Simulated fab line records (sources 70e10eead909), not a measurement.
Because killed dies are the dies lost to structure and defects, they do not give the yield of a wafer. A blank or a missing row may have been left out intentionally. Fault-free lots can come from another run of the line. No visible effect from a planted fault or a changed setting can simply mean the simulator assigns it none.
fab line records / flow nandHarc
record lots=5 wafers=15 lastDay=25
route steps=1159 shown A_SLIT@797 A_SIN_REMOVE@804 A_WL_FILL@809
lots that met no fault: from a run of the same line without faults
startH: hours from the record's opening day to when the first of the lot's shown wafers began / waitH: hours since the lot's step before / " same as the row above / L1.1+2: a row that stands for several wafers / - no value, or no start was given / * or withheld: withheld / < > ~ a bound
route shown NAME@n: names a module that has steps shown in the file, with the first one's number in the route / usual: mean and standard deviation over wafers with no fault / same: alike in all rows / chamber/n: place in a boat / sites: per-site readings / _std_site: the values' standard deviation / _edge_site: inner sites' mean taken away from outer sites' mean / radiusMm: how far each site lies from the wafer's centre / mask NAME#n: copy n / behind: the last tool/chamber to shape the wafer / hold: cause of the lot's hold/its duration in hours/its outcome / device: transistor that didn't switch, given as n, p or np / end of line: the same wafers' tests at the end of the route / a step without rows: its recipe alone / killed: not the wafer's yield, but the dies lost to structure and defects at the first sort / map: shows each die of a wafer: x if killed, . if not, _ if none is there
set.NAME: the setting as run; set.NAME@STEP: as run at that earlier step / model.NAME: the simulator's own value behind a step, which no gauge read
certain route steps with their lots: each step a table, each wafer a row
services: when a tool's chamber went out of use (startH, in hours from the record's first day, below 0 if earlier), for how many hours, and the reason
## steps
# step NHARC_A_SLIT_ETCH_26
# recipe biasV=400 sourceW=2000 pressureMtorr=25 timeS=90 arFlowSccm=375 c4f8FlowSccm=41.7 o2FlowSccm=83.3 targetDepthA=4000 chemistry=C4F8/O2/Ar
# usual chamberPressureMTorr=24.997/0.022 drypumpMotorCurrentA=5.9/0.3 showerheadPlenumPTorr=3.75/0.08 throttleValvePct=27.620/0.0089
lot.wafer=L356.2 tool=harEtch-02 chamber=0 startH=333.34 waitH=1.3 chamberPressureMTorr=24.980 drypumpMotorCurrentA=5.9 rfHoursCounterH=175 showerheadPlenumPTorr=3.78 throttleValvePct=27.631
lot.wafer=L356.3 tool=harEtch-02 chamber=0 startH=333.34 waitH=1.3 chamberPressureMTorr=25.043 drypumpMotorCurrentA=5.9 rfHoursCounterH=- showerheadPlenumPTorr=3.78 throttleValvePct=27.607
lot.wafer=L356.5 tool=harEtch-02 chamber=1 startH=333.34 waitH=1.3 chamberPressureMTorr=25.030 drypumpMotorCurrentA=5.7 rfHoursCounterH=- showerheadPlenumPTorr=3.83 throttleValvePct=27.615
lot.wafer=L364.3 tool=harEtch-02 chamber=1 startH=377.51 waitH=0.8 chamberPressureMTorr=24.972 drypumpMotorCurrentA=5.8 rfHoursCounterH=- showerheadPlenumPTorr=3.82 throttleValvePct=27.631
lot.wafer=L364.4 tool=harEtch-02 chamber=0 startH=377.51 waitH=0.8 chamberPressureMTorr=24.988 drypumpMotorCurrentA=5.9 rfHoursCounterH=- showerheadPlenumPTorr=3.77 throttleValvePct=27.625
lot.wafer=L364.5 tool=harEtch-02 chamber=1 startH=377.51 waitH=0.8 chamberPressureMTorr=25.005 drypumpMotorCurrentA=5.7 rfHoursCounterH=- showerheadPlenumPTorr=3.82 throttleValvePct=27.627
lot.wafer=L360.1 tool=harEtch-01 chamber=0 startH=378.03 waitH=1.2 chamberPressureMTorr=25.016 drypumpMotorCurrentA=5.6 rfHoursCounterH=28 showerheadPlenumPTorr=3.82 throttleValvePct=27.601
lot.wafer=L360.4 tool=harEtch-01 chamber=1 startH=378.03 waitH=1.2 chamberPressureMTorr=25.011 drypumpMotorCurrentA=6.4 rfHoursCounterH=- showerheadPlenumPTorr=3.63 throttleValvePct=27.621
lot.wafer=L360.6 tool=harEtch-01 chamber=1 startH=378.03 waitH=1.2 chamberPressureMTorr=25.006 drypumpMotorCurrentA=6.4 rfHoursCounterH=- showerheadPlenumPTorr=3.63 throttleValvePct=27.623
lot.wafer=L374.1 tool=harEtch-01 chamber=1 startH=458.45 waitH=1.2 chamberPressureMTorr=25.027 drypumpMotorCurrentA=6.4 rfHoursCounterH=64 showerheadPlenumPTorr=3.61 throttleValvePct=27.637
lot.wafer=L374.3 tool=harEtch-01 chamber=1 startH=458.45 waitH=1.2 chamberPressureMTorr=24.983 drypumpMotorCurrentA=6.4 rfHoursCounterH=- showerheadPlenumPTorr=3.61 throttleValvePct=27.629
lot.wafer=L374.6 tool=harEtch-01 chamber=0 startH=458.45 waitH=1.2 chamberPressureMTorr=25.002 drypumpMotorCurrentA=5.6 rfHoursCounterH=- showerheadPlenumPTorr=3.80 throttleValvePct=27.622
lot.wafer=L376.1 tool=harEtch-02 chamber=1 startH=474.75 waitH=1.3 chamberPressureMTorr=24.997 drypumpMotorCurrentA=5.8 rfHoursCounterH=243 showerheadPlenumPTorr=3.79 throttleValvePct=27.613
lot.wafer=L376.2 tool=harEtch-02 chamber=0 startH=474.75 waitH=1.3 chamberPressureMTorr=25.042 drypumpMotorCurrentA=5.9 rfHoursCounterH=243 showerheadPlenumPTorr=3.74 throttleValvePct=27.614
lot.wafer=L376.5 tool=harEtch-02 chamber=1 startH=474.75 waitH=1.3 chamberPressureMTorr=25.025 drypumpMotorCurrentA=5.7 rfHoursCounterH=- showerheadPlenumPTorr=3.79 throttleValvePct=27.611
# step NHARC_A_SLIT_STRIP_28
# recipe o2FlowSccm=400 cosFlowSccm=20 arFlowSccm=0 biasW=0 chemistry=O2/COS
# step NHARC_A_SLIT_ETCH_29
# recipe targetDepthA=1000 overetchA=100 timeS=55 ionEnergyEv=100 cf4FlowSccm=80 o2FlowSccm=20 arFlowSccm=0 rfW=300 biasW=100 chemistry=CF4/O2
# usual cf4FlowSccm=80.00/0.24 chamberPressureMTorr=30.002/0.027 drypumpMotorCurrentA=5.7/0.38 oes_o_777_au=1.001/0.0048 oesProductAu=1.008/0.015 rfVppV=197.7/1.2 showerheadPlenumPTorr=1.33/0.04 throttleValvePct=13.396/0.009
lot.wafer=L356.3 tool=rieDiel-01 chamber=3 startH=333.95 waitH=0.1 cf4FlowSccm=80.13 chamberPressureMTorr=29.978 drypumpMotorCurrentA=5.7 oes_o_777_au=0.997 oesProductAu=1.000 rfHoursCounterH=1 rfVppV=196.9 showerheadPlenumPTorr=1.33 throttleValvePct=13.402
lot.wafer=L356.2 tool=rieDiel-01 chamber=0 startH=333.95 waitH=0.1 cf4FlowSccm=80.01 chamberPressureMTorr=30.036 drypumpMotorCurrentA=5.7 oes_o_777_au=1.006 oesProductAu=1.015 rfHoursCounterH=0 rfVppV=197.4 showerheadPlenumPTorr=1.32 throttleValvePct=13.414
lot.wafer=L356.5 tool=rieDiel-01 chamber=3 startH=333.95 waitH=0.1 cf4FlowSccm=80.09 chamberPressureMTorr=29.963 drypumpMotorCurrentA=5.7 oes_o_777_au=1.004 oesProductAu=1.001 rfHoursCounterH=- rfVppV=199.2 showerheadPlenumPTorr=1.33 throttleValvePct=13.390
lot.wafer=L364.4 tool=rieDiel-05 chamber=2 startH=378.07 waitH=0.1 cf4FlowSccm=80.21 chamberPressureMTorr=30.020 drypumpMotorCurrentA=5.7 oes_o_777_au=1.002 oesProductAu=1.017 rfHoursCounterH=2 rfVppV=195.9 showerheadPlenumPTorr=1.25 throttleValvePct=13.396
lot.wafer=L364.3 tool=rieDiel-05 chamber=3 startH=378.07 waitH=0.1 cf4FlowSccm=80.07 chamberPressureMTorr=30.009 drypumpMotorCurrentA=6.2 oes_o_777_au=0.999 oesProductAu=1.014 rfHoursCounterH=3 rfVppV=198.8 showerheadPlenumPTorr=1.39 throttleValvePct=13.397
lot.wafer=L364.5 tool=rieDiel-05 chamber=0 startH=378.07 waitH=0.1 cf4FlowSccm=80.44 chamberPressureMTorr=29.982 drypumpMotorCurrentA=5.7 oes_o_777_au=1.007 oesProductAu=1.016 rfHoursCounterH=- rfVppV=198.4 showerheadPlenumPTorr=1.32 throttleValvePct=13.402
lot.wafer=L360.4 tool=rieDiel-01 chamber=3 startH=378.65 waitH=0.1 cf4FlowSccm=79.81 chamberPressureMTorr=29.969 drypumpMotorCurrentA=5.6 oes_o_777_au=1.002 oesProductAu=0.993 rfHoursCounterH=3 rfVppV=198.5 showerheadPlenumPTorr=1.33 throttleValvePct=13.386
lot.wafer=L360.1 tool=rieDiel-01 chamber=1 startH=378.65 waitH=0.1 cf4FlowSccm=80.12 chamberPressureMTorr=30.031 drypumpMotorCurrentA=5.4 oes_o_777_au=1.003 oesProductAu=1.006 rfHoursCounterH=4 rfVppV=198.2 showerheadPlenumPTorr=1.36 throttleValvePct=13.403
lot.wafer=L360.6 tool=rieDiel-01 chamber=3 startH=378.65 waitH=0.1 cf4FlowSccm=80.00 chamberPressureMTorr=29.987 drypumpMotorCurrentA=5.6 oes_o_777_au=0.999 oesProductAu=0.991 rfHoursCounterH=- rfVppV=198.2 showerheadPlenumPTorr=1.33 throttleValvePct=13.404
lot.wafer=L374.1 tool=rieDiel-05 chamber=3 startH=459.06 waitH=0.1 cf4FlowSccm=79.68 chamberPressureMTorr=30.073 drypumpMotorCurrentA=6.2 oes_o_777_au=1.007 oesProductAu=1.005 rfHoursCounterH=10 rfVppV=198.6 showerheadPlenumPTorr=1.39 throttleValvePct=13.397
lot.wafer=L374.3 tool=rieDiel-05 chamber=2 startH=459.06 waitH=0.1 cf4FlowSccm=80.26 chamberPressureMTorr=29.932 drypumpMotorCurrentA=5.7 oes_o_777_au=0.995 oesProductAu=1.036 rfHoursCounterH=9 rfVppV=195.2 showerheadPlenumPTorr=1.25 throttleValvePct=13.389
lot.wafer=L374.6 tool=rieDiel-05 chamber=3 startH=459.06 waitH=0.1 cf4FlowSccm=79.57 chamberPressureMTorr=30.028 drypumpMotorCurrentA=6.2 oes_o_777_au=1.004 oesProductAu=1.006 rfHoursCounterH=- rfVppV=197.7 showerheadPlenumPTorr=1.39 throttleValvePct=13.391
lot.wafer=L376.1 tool=rieDiel-02 chamber=0 startH=475.38 waitH=0.1 cf4FlowSccm=80.05 chamberPressureMTorr=30.004 drypumpMotorCurrentA=6.2 oes_o_777_au=1.005 oesProductAu=1.022 rfHoursCounterH=9 rfVppV=197.8 showerheadPlenumPTorr=1.34 throttleValvePct=13.395
lot.wafer=L376.2 tool=rieDiel-02 chamber=1 startH=475.38 waitH=0.1 cf4FlowSccm=79.95 chamberPressureMTorr=30.005 drypumpMotorCurrentA=6.0 oes_o_777_au=0.995 oesProductAu=0.990 rfHoursCounterH=10 rfVppV=197.4 showerheadPlenumPTorr=1.34 throttleValvePct=13.391
lot.wafer=L376.5 tool=rieDiel-02 chamber=3 startH=475.38 waitH=0.1 cf4FlowSccm=80.01 chamberPressureMTorr=29.965 drypumpMotorCurrentA=5.6 oes_o_777_au=1.000 oesProductAu=1.032 rfHoursCounterH=- rfVppV=198.5 showerheadPlenumPTorr=1.35 throttleValvePct=13.398
# step NHARC_A_SLIT_STRIP_18
# recipe o2FlowSccm=500 arFlowSccm=0 biasW=0 chemistry=O2
# usual chamberPressureMTorr=60.01/0.058 drypumpMotorCurrentA=5.7/0.4 oesProductAu=1.006/0.016 rfVppV=57.8/0.94 showerheadPlenumPTorr=3.52/0.11 throttleValvePct=17.036/0.0089
lot.wafer=L356.2 tool=rieDiel-01 chamber=0 startH=- waitH=- chamberPressureMTorr=60.04 drypumpMotorCurrentA=5.7 oesProductAu=1.017 rfHoursCounterH=1 rfVppV=57.2 showerheadPlenumPTorr=3.48 throttleValvePct=17.056
lot.wafer=L356.3 tool=rieDiel-01 chamber=1 startH=- waitH=- chamberPressureMTorr=59.97 drypumpMotorCurrentA=5.4 oesProductAu=1.009 rfHoursCounterH=1 rfVppV=58.9 showerheadPlenumPTorr=3.58 throttleValvePct=17.048
lot.wafer=L356.5 tool=rieDiel-01 chamber=2 startH=- waitH=- chamberPressureMTorr=59.96 drypumpMotorCurrentA=6.0 oesProductAu=0.984 rfHoursCounterH=- rfVppV=58.2 showerheadPlenumPTorr=3.32 throttleValvePct=17.049
lot.wafer=L364.3 tool=rieDiel-05 chamber=2 startH=- waitH=- chamberPressureMTorr=60.07 drypumpMotorCurrentA=5.7 oesProductAu=1.015 rfHoursCounterH=2 rfVppV=56.9 showerheadPlenumPTorr=3.33 throttleValvePct=17.049
lot.wafer=L364.4 tool=rieDiel-05 chamber=3 startH=- waitH=- chamberPressureMTorr=60.07 drypumpMotorCurrentA=6.2 oesProductAu=1.013 rfHoursCounterH=3 rfVppV=59.2 showerheadPlenumPTorr=3.67 throttleValvePct=17.043
lot.wafer=L364.5 tool=rieDiel-05 chamber=3 startH=- waitH=- chamberPressureMTorr=60.09 drypumpMotorCurrentA=6.2 oesProductAu=1.010 rfHoursCounterH=- rfVppV=56.6 showerheadPlenumPTorr=3.67 throttleValvePct=17.027
lot.wafer=L360.4 tool=rieDiel-01 chamber=0 startH=- waitH=- chamberPressureMTorr=59.94 drypumpMotorCurrentA=5.7 oesProductAu=1.010 rfHoursCounterH=4 rfVppV=58.1 showerheadPlenumPTorr=3.48 throttleValvePct=17.028
lot.wafer=L360.1 tool=rieDiel-01 chamber=1 startH=- waitH=- chamberPressureMTorr=60.00 drypumpMotorCurrentA=5.3 oesProductAu=1.010 rfHoursCounterH=4 rfVppV=59.7 showerheadPlenumPTorr=3.58 throttleValvePct=17.044
lot.wafer=L360.6 tool=rieDiel-01 chamber=3 startH=- waitH=- chamberPressureMTorr=60.02 drypumpMotorCurrentA=5.7 oesProductAu=0.997 rfHoursCounterH=- rfVppV=56.4 showerheadPlenumPTorr=3.52 throttleValvePct=17.024
lot.wafer=L374.1 tool=rieDiel-05 chamber=0 startH=- waitH=- chamberPressureMTorr=60.03 drypumpMotorCurrentA=5.7 oesProductAu=1.022 rfHoursCounterH=9 rfVppV=58.3 showerheadPlenumPTorr=3.49 throttleValvePct=17.037
lot.wafer=L374.3 tool=rieDiel-05 chamber=2 startH=- waitH=- chamberPressureMTorr=60.01 drypumpMotorCurrentA=5.7 oesProductAu=1.037 rfHoursCounterH=9 rfVppV=58.3 showerheadPlenumPTorr=3.32 throttleValvePct=17.041
lot.wafer=L374.6 tool=rieDiel-05 chamber=0 startH=- waitH=- chamberPressureMTorr=60.00 drypumpMotorCurrentA=5.8 oesProductAu=1.031 rfHoursCounterH=- rfVppV=56.7 showerheadPlenumPTorr=3.49 throttleValvePct=17.028
lot.wafer=L376.1 tool=rieDiel-02 chamber=2 startH=- waitH=- chamberPressureMTorr=60.09 drypumpMotorCurrentA=4.9 oesProductAu=1.012 rfHoursCounterH=9 rfVppV=57.8 showerheadPlenumPTorr=3.68 throttleValvePct=17.047
lot.wafer=L376.2 tool=rieDiel-02 chamber=3 startH=- waitH=- chamberPressureMTorr=60.08 drypumpMotorCurrentA=5.6 oesProductAu=1.017 rfHoursCounterH=9 rfVppV=57.0 showerheadPlenumPTorr=3.56 throttleValvePct=17.048
lot.wafer=L376.5 tool=rieDiel-02 chamber=0 startH=- waitH=- chamberPressureMTorr=60.00 drypumpMotorCurrentA=6.3 oesProductAu=1.016 rfHoursCounterH=- rfVppV=57.4 showerheadPlenumPTorr=3.55 throttleValvePct=17.042
# step NHARC_A_SLIT_PRECLEAN_19
# recipe timeS=* tempC=50 bathAgeMin=0 chemistry=SC1
# step NHARC_A_SLIT_SRD_20
# step NHARC_A_SLIT_CD_MEAS_21
# usual cdNm=289.4/1.3
lot.wafer=L356.2 tool=cdSem-02 chamber=- startH=334.50 waitH=- cdNm=289.7
lot.wafer=L356.3 tool=cdSem-02 chamber=- startH=334.50 waitH=- cdNm=289.7
lot.wafer=L356.5 tool=cdSem-02 chamber=- startH=334.50 waitH=- cdNm=288.8
lot.wafer=L364.3 tool=cdSem-01 chamber=- startH=378.62 waitH=- cdNm=288.9
lot.wafer=L364.4 tool=cdSem-01 chamber=- startH=378.62 waitH=- cdNm=288.2
lot.wafer=L364.5 tool=cdSem-01 chamber=- startH=378.62 waitH=- cdNm=289.0
lot.wafer=L360.1 tool=cdSem-03 chamber=- startH=379.18 waitH=- cdNm=287.6
lot.wafer=L360.4 tool=cdSem-03 chamber=- startH=379.18 waitH=- cdNm=287.8
lot.wafer=L360.6 tool=cdSem-03 chamber=- startH=379.18 waitH=- cdNm=289.6
lot.wafer=L374.1 tool=cdSem-02 chamber=- startH=459.59 waitH=- cdNm=288.7
lot.wafer=L374.3 tool=cdSem-02 chamber=- startH=459.59 waitH=- cdNm=287.2
lot.wafer=L374.6 tool=cdSem-02 chamber=- startH=459.59 waitH=- cdNm=288.9
lot.wafer=L376.1 tool=cdSem-02 chamber=- startH=475.91 waitH=- cdNm=289.4
lot.wafer=L376.2 tool=cdSem-02 chamber=- startH=475.91 waitH=- cdNm=289.6
lot.wafer=L376.5 tool=cdSem-02 chamber=- startH=475.91 waitH=- cdNm=288.8
# step NHARC_A_SIN_REMOVE_WET_00
# recipe tempC=160 timeS=15300 chemistry=H3PO4
# step NHARC_A_SIN_REMOVE_PRECLEAN_01
# recipe timeS=* tempC=50 bathAgeMin=0 chemistry=SC1
# step NHARC_A_SIN_REMOVE_SRD_02
# step NHARC_A_SIN_REMOVE_INSPECT_04
# usual rawDefectCount=311/75
lot.wafer=L356.2 tool=defectInspect-02 chamber=- startH=342.19 waitH=0.0 rawDefectCount=345
lot.wafer=L356.3 tool=defectInspect-02 chamber=- startH=342.19 waitH=0.0 rawDefectCount=489
lot.wafer=L356.5 tool=defectInspect-02 chamber=- startH=342.19 waitH=0.0 rawDefectCount=352
lot.wafer=L360.1 tool=defectInspect-01 chamber=- startH=386.31 waitH=0.0 rawDefectCount=318
lot.wafer=L360.4 tool=defectInspect-01 chamber=- startH=386.31 waitH=0.0 rawDefectCount=340
lot.wafer=L360.6 tool=defectInspect-01 chamber=- startH=386.31 waitH=0.0 rawDefectCount=209
lot.wafer=L364.3 tool=defectInspect-02 chamber=- startH=386.31 waitH=0.0 rawDefectCount=509
lot.wafer=L364.4 tool=defectInspect-02 chamber=- startH=386.31 waitH=0.0 rawDefectCount=340
lot.wafer=L364.5 tool=defectInspect-02 chamber=- startH=386.31 waitH=0.0 rawDefectCount=320
lot.wafer=L374.1 tool=defectInspect-02 chamber=- startH=465.69 waitH=0.0 rawDefectCount=261
lot.wafer=L374.3 tool=defectInspect-02 chamber=- startH=465.69 waitH=0.0 rawDefectCount=261
lot.wafer=L374.6 tool=defectInspect-02 chamber=- startH=465.69 waitH=0.0 rawDefectCount=286
lot.wafer=L376.1 tool=defectInspect-01 chamber=- startH=483.61 waitH=0.0 rawDefectCount=291
lot.wafer=L376.2 tool=defectInspect-01 chamber=- startH=483.61 waitH=0.0 rawDefectCount=242
lot.wafer=L376.5 tool=defectInspect-01 chamber=- startH=483.61 waitH=0.0 rawDefectCount=298
# step NHARC_A_WL_FILL_ALD_00
# recipe targetThkA=30 pulseTimeS=3 aldCycles=30 tempC=300 material=Al2O3
# usual aldCycles=30/0 heaterPowerW=474/38 precursorPulseHeightRel=1.002/0.023
lot.wafer=L356.3 tool=aldHk-03 chamber=2 startH=342.25 waitH=0.1 aldCycles=30 heaterPowerW=464 precursorPulseHeightRel=1.003
lot.wafer=L356.2 tool=aldHk-03 chamber=0 startH=342.25 waitH=0.1 aldCycles=30 heaterPowerW=509 precursorPulseHeightRel=1.040
lot.wafer=L356.5 tool=aldHk-03 chamber=2 startH=342.25 waitH=0.1 aldCycles=30 heaterPowerW=474 precursorPulseHeightRel=1.033
lot.wafer=L364.4 tool=aldHk-02 chamber=0 startH=386.38 waitH=0.1 aldCycles=30 heaterPowerW=419 precursorPulseHeightRel=0.968
lot.wafer=L364.3 tool=aldHk-02 chamber=3 startH=386.38 waitH=0.1 aldCycles=30 heaterPowerW=491 precursorPulseHeightRel=1.039
lot.wafer=L364.5 tool=aldHk-02 chamber=0 startH=386.38 waitH=0.1 aldCycles=30 heaterPowerW=419 precursorPulseHeightRel=0.990
lot.wafer=L360.4 tool=aldHk-03 chamber=2 startH=386.40 waitH=0.1 aldCycles=30 heaterPowerW=481 precursorPulseHeightRel=0.946
lot.wafer=L360.1 tool=aldHk-03 chamber=0 startH=386.40 waitH=0.1 aldCycles=30 heaterPowerW=506 precursorPulseHeightRel=1.004
lot.wafer=L360.6 tool=aldHk-03 chamber=1 startH=386.40 waitH=0.1 aldCycles=30 heaterPowerW=447 precursorPulseHeightRel=0.997
lot.wafer=L374.3 tool=aldHk-03 chamber=3 startH=466.09 waitH=0.4 aldCycles=41 heaterPowerW=506 precursorPulseHeightRel=1.015
lot.wafer=L374.1 tool=aldHk-03 chamber=1 startH=466.09 waitH=0.4 aldCycles=30 heaterPowerW=434 precursorPulseHeightRel=1.021
lot.wafer=L374.6 tool=aldHk-03 chamber=3 startH=466.09 waitH=0.4 aldCycles=30 heaterPowerW=515 precursorPulseHeightRel=1.002
lot.wafer=L376.1 tool=aldHk-04 chamber=3 startH=483.71 waitH=0.1 aldCycles=30 heaterPowerW=460 precursorPulseHeightRel=0.989
lot.wafer=L376.2 tool=aldHk-04 chamber=0 startH=483.71 waitH=0.1 aldCycles=30 heaterPowerW=423 precursorPulseHeightRel=1.050
lot.wafer=L376.5 tool=aldHk-04 chamber=2 startH=483.71 waitH=0.1 aldCycles=30 heaterPowerW=560 precursorPulseHeightRel=0.992
# step NHARC_A_WL_FILL_RTA_01
# recipe tempC=1000 timeS=5
# usual lampPowerPct=29.87/0.29 lamp_zone_5_pct=29.87/0.29 wafer_temp_C_max=1003.9/1
lot.wafer=L356.2 tool=rtpAnneal-02 chamber=0 startH=342.55 waitH=- lampPowerPct=29.65 lamp_zone_5_pct=29.64 wafer_temp_C_max=1003.5
lot.wafer=L356.3 tool=rtpAnneal-02 chamber=0 startH=342.55 waitH=- lampPowerPct=29.65 lamp_zone_5_pct=29.71 wafer_temp_C_max=1004.1
lot.wafer=L356.5 tool=rtpAnneal-02 chamber=0 startH=342.55 waitH=- lampPowerPct=29.64 lamp_zone_5_pct=29.69 wafer_temp_C_max=1002.4
lot.wafer=L360.1 tool=rtpAnneal-01 chamber=0 startH=386.63 waitH=- lampPowerPct=30.26 lamp_zone_5_pct=30.28 wafer_temp_C_max=1005.5
lot.wafer=L360.4 tool=rtpAnneal-01 chamber=0 startH=386.63 waitH=- lampPowerPct=30.26 lamp_zone_5_pct=30.24 wafer_temp_C_max=1005.3
lot.wafer=L360.6 tool=rtpAnneal-01 chamber=0 startH=386.63 waitH=- lampPowerPct=30.16 lamp_zone_5_pct=30.24 wafer_temp_C_max=1005.0
lot.wafer=L364.3 tool=rtpAnneal-01 chamber=0 startH=386.86 waitH=0.3 lampPowerPct=30.23 lamp_zone_5_pct=30.23 wafer_temp_C_max=1005.8
lot.wafer=L364.4 tool=rtpAnneal-01 chamber=0 startH=386.86 waitH=0.3 lampPowerPct=30.18 lamp_zone_5_pct=30.24 wafer_temp_C_max=1004.9
lot.wafer=L364.5 tool=rtpAnneal-01 chamber=0 startH=386.86 waitH=0.3 lampPowerPct=30.24 lamp_zone_5_pct=30.25 wafer_temp_C_max=1004.7
lot.wafer=L374.1 tool=rtpAnneal-02 chamber=0 startH=466.33 waitH=- lampPowerPct=29.67 lamp_zone_5_pct=29.63 wafer_temp_C_max=1003.2
lot.wafer=L374.3 tool=rtpAnneal-02 chamber=0 startH=466.33 waitH=- lampPowerPct=29.68 lamp_zone_5_pct=29.63 wafer_temp_C_max=1003.0
lot.wafer=L374.6 tool=rtpAnneal-02 chamber=0 startH=466.33 waitH=- lampPowerPct=29.65 lamp_zone_5_pct=29.63 wafer_temp_C_max=1003.1
lot.wafer=L376.1 tool=rtpAnneal-02 chamber=0 startH=484.10 waitH=- lampPowerPct=29.62 lamp_zone_5_pct=29.64 wafer_temp_C_max=1003.9
lot.wafer=L376.2 tool=rtpAnneal-02 chamber=0 startH=484.10 waitH=- lampPowerPct=29.59 lamp_zone_5_pct=29.63 wafer_temp_C_max=1002.3
lot.wafer=L376.5 tool=rtpAnneal-02 chamber=0 startH=484.10 waitH=- lampPowerPct=29.61 lamp_zone_5_pct=29.63 wafer_temp_C_max=1002.4
## services
tool=rieDiel-01 chamber=- startH=315.11 hours=9.0 kind=pm
tool=rieDiel-01 chamber=0 startH=315.11 hours=9.0 kind=ventCycle
tool=rieDiel-01 chamber=1 startH=315.11 hours=9.0 kind=ventCycle
tool=rieDiel-01 chamber=2 startH=315.11 hours=9.0 kind=ventCycle
tool=rieDiel-01 chamber=3 startH=315.11 hours=9.0 kind=ventCycle
tool=rieDiel-05 chamber=0 startH=319.60 hours=- kind=clean
tool=rieDiel-05 chamber=1 startH=319.60 hours=- kind=clean
tool=rieDiel-05 chamber=2 startH=319.60 hours=- kind=clean
tool=rieDiel-05 chamber=3 startH=319.60 hours=- kind=clean
tool=aldHk-03 chamber=- startH=322.66 hours=10.0 kind=pm
tool=rieDiel-01 chamber=0 startH=324.11 hours=- kind=clean
tool=rieDiel-01 chamber=1 startH=324.11 hours=- kind=clean
tool=rieDiel-01 chamber=2 startH=324.11 hours=- kind=clean
tool=rieDiel-01 chamber=3 startH=324.11 hours=- kind=clean
tool=rieDiel-02 chamber=- startH=327.84 hours=9.0 kind=pm
tool=rieDiel-05 chamber=- startH=340.60 hours=9.0 kind=pm
tool=rieDiel-05 chamber=0 startH=340.60 hours=9.0 kind=ventCycle
tool=harEtch-01 chamber=- startH=361.13 hours=4.0 kind=repair
tool=aldHk-04 chamber=- startH=372.47 hours=2.4 kind=repair
tool=rieDiel-02 chamber=3 startH=398.72 hours=3.2 kind=repair
tool=rieDiel-05 chamber=3 startH=405.83 hours=1.6 kind=repair
tool=rieDiel-02 chamber=2 startH=413.32 hours=14.5 kind=repair
tool=aldHk-02 chamber=- startH=458.14 hours=10.0 kind=pm
tool=rieDiel-01 chamber=3 startH=462.92 hours=6.4 kind=repair
## key
firstSign step=NHARC_A_WL_FILL_ALD_00 reading=aldCycles direction=up sigmas=99+ usual=30 struck=41
effect none on later readings
metAt NHARC_A_WL_FILL_ALD_00
struckWafers L374.3
testerLeftOut L374
onsetBetween 386.40 466.09
fault kind=processParameterDrift tool=aldHk-03 chamber=- onsetH=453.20 steps=NHARC_A_WL_FILL_ALD_00 channel=aldCycles offset=11 shape=step endH=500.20 scope=struckWafersOnly actsIn=theseRecipesOnly stated=30
# testerLeftOut: of these lots the tester's yield and bins aren't shown, on N5 and GAA mostly nor the transistor test; their killed dies are dies lost to structure and defects alone, not to doping, threshold or leakage, so they don't give the yield
